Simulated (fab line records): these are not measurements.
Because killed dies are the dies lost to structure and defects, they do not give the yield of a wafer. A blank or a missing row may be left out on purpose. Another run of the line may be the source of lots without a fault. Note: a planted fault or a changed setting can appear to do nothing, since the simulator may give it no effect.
Comparing a struck lot with a sound one || flow n5-finfet || 19 steps out of a route of 1938
Sound: wafers L839.2, L839.4, L839.6. Struck: wafer L857.3. (L857.2, L857.4 of the same lot were not struck and are left out.) The cause comes at the end.
For every step that has rows: the tool of each side, followed by ch and its chambers, followed by its first start. Under that, the readings that differ: sound wafers || struck wafers || difference of the means || sigmas: that difference in standard deviations of wafers without a fault.
alike: readings whose means differ by less than 2 such deviations, and words and numbers that are the same on both sides. not compared: withheld readings, readings that some wafer has no value for, bounds like >300 that may hide the same value, and numbers for which the record gives no deviation and whose values overlap.
Wherever a step has rows on one side only, a row that says differs or no value, or a row with sigmas, the two part there. Numbers that don't overlap but have no deviation are shown without sigmas and don't part them. A reading missing from all wafers of one side parts the sides only when that side holds two or more wafers.

first, 6 steps without rows for these wafers: N5_BEOL_M3_COAT_05 (resist thk 30 nm); N5_BEOL_M3_EBR_07; N5_BEOL_M3_SOFTBAKE_06 (time 60 s); N5_BEOL_M3_EXPOSE_08 (exposes mask M3); N5_BEOL_M3_PEB_09 (peb time 60 s); N5_BEOL_M3_DEVELOP_10 (develop time 30 s).
N5_BEOL_M3_CD_MEAS_11 targets a cd of 17.05 nm.
  sound on cd-sem-02 ch 0, day 7 01:58; struck on cd-sem-03 ch 0, day 12 02:04
  alike: cd-nm
N5_BEOL_M3_OVL_MEAS_12:
  sound on overlay-01 ch 0, day 7 02:00; struck on overlay-01 ch 0, day 12 02:05
  alike: M3_OVL
N5_BEOL_M3_INSPECT_13: inspects for defects (brightfield).
  sound on defect-inspect-02 at day 7 02:04; struck on defect-inspect-02 at day 12 02:09
  alike: raw-defect-count
N5_BEOL_M3_DESCUM_16: chemistry O2, time 7 s.
  sound on rie-diel-05 ch 0,2,3, day 7 02:05; struck on rie-diel-05 ch 2, day 12 02:11
  alike: drypump-motor-current-A, oes-product-au, rf-vpp-V, showerhead-plenum-p-Torr, throttle-valve-pct
  not compared: rf-hours-counter-h
N5_BEOL_M3_ETCH_74: etches underlayer in N2/H2, target depth 6.5 nm, time 5.2 s.
  sound on rie-diel-05 ch 0,2,3, day 7 02:07; struck on rie-diel-05 ch 2, day 12 02:13
  alike: drypump-motor-current-A, etch-rf-on-time-s, oes-product-au, rf-vpp-V, showerhead-plenum-p-Torr, throttle-valve-pct
  not compared: rf-hours-counter-h
N5_BEOL_M3_ETCH_63: etches SiARC in CF4, target depth 15.6 nm, time 26 s.
  sound on rie-diel-05 ch 0,2,3, day 7 02:08; struck on rie-diel-05 ch 2, day 12 02:14
  alike: drypump-motor-current-A, etch-rf-on-time-s, oes-product-au, rf-vpp-V, showerhead-plenum-p-Torr, throttle-valve-pct
  not compared: rf-hours-counter-h
N5_BEOL_M3_ETCH_64: etches SOC in N2/H2, target depth 75 nm, overetch 15 nm, time 112.5 s.
  sound on rie-diel-05 ch 0,2,3, day 7 02:10; struck on rie-diel-05 ch 2, day 12 02:16
{"reading": "model.SiARC_of_BEOL_M3_COAT_62.thk-nm (nm)", "sound": "6.8 6.8 7", "struck": 8.4, "difference": "+1.5", "sigmas": ""}
  alike: drypump-motor-current-A, oes-product-au, rf-vpp-V, showerhead-plenum-p-Torr, throttle-valve-pct
  not compared: rf-hours-counter-h, model.BEOL_M3.cd-offset-nm
then, 2 steps without rows for these wafers: N5_BEOL_M3_STRIP_65 (strips in N2/H2); N5_BEOL_M3_STRIP_75 (strips in N2/H2).
N5_BEOL_M3_STRIP_66: strips in CF4.
  sound on rie-diel-05 ch 0,2,3, day 7 02:18; struck on rie-diel-05 ch 2, day 12 02:23
  alike: drypump-motor-current-A, oes-product-au, rf-vpp-V, showerhead-plenum-p-Torr, throttle-valve-pct
  not compared: rf-hours-counter-h
N5_BEOL_M3_HM_OPEN_17: chemistry Cl2/BCl3, target TiN, target depth 20 nm, overetch 6 nm.
  sound on rie-metal-01 ch 0,1, day 7 02:20; struck on rie-metal-02 ch 0, day 12 02:26
{"reading": "model.BEOL_M3.cd-offset-nm (nm)", "sound": "-0.4 -0.6 -0.2", "struck": -0.8, "difference": -0.4, "sigmas": ""}
  alike: drypump-motor-current-A, oes-product-au, throttle-valve-pct
  not compared: rf-hours-counter-h
N5_BEOL_M3_STRIP_19: strips in O2.
  sound on rie-diel-05 ch 1,3, day 7 02:27; struck on rie-diel-05 ch 2, day 12 02:37
{"reading": "throttle-valve-pct (%)", "sound": "16.42 16.64 16.64", "struck": 17.08, "difference": "+0.51", "sigmas": "+2"}
  alike: drypump-motor-current-A, oes-product-au, rf-vpp-V, showerhead-plenum-p-Torr
  not compared: rf-hours-counter-h
N5_BEOL_M4_RC_MEAS_101:
  sound on prober-01 ch 0, day 7 22:22; struck on prober-01 ch 0, day 12 22:05
{"reading": "ION_P (uA/um)", "sound": "483 460 481", "struck": 458, "difference": -17, "sigmas": -2}
  alike: DIBL_N, DIBL_P, IOFF_N, IOFF_P, ION_N, SS_N, SS_P, VT_N, VT_P

## WHERE THEY PART
Last at N5_BEOL_M4_RC_MEAS_101 as far as this record goes, first at N5_BEOL_M3_STRIP_19.

WHY: what had been put in by the simulator
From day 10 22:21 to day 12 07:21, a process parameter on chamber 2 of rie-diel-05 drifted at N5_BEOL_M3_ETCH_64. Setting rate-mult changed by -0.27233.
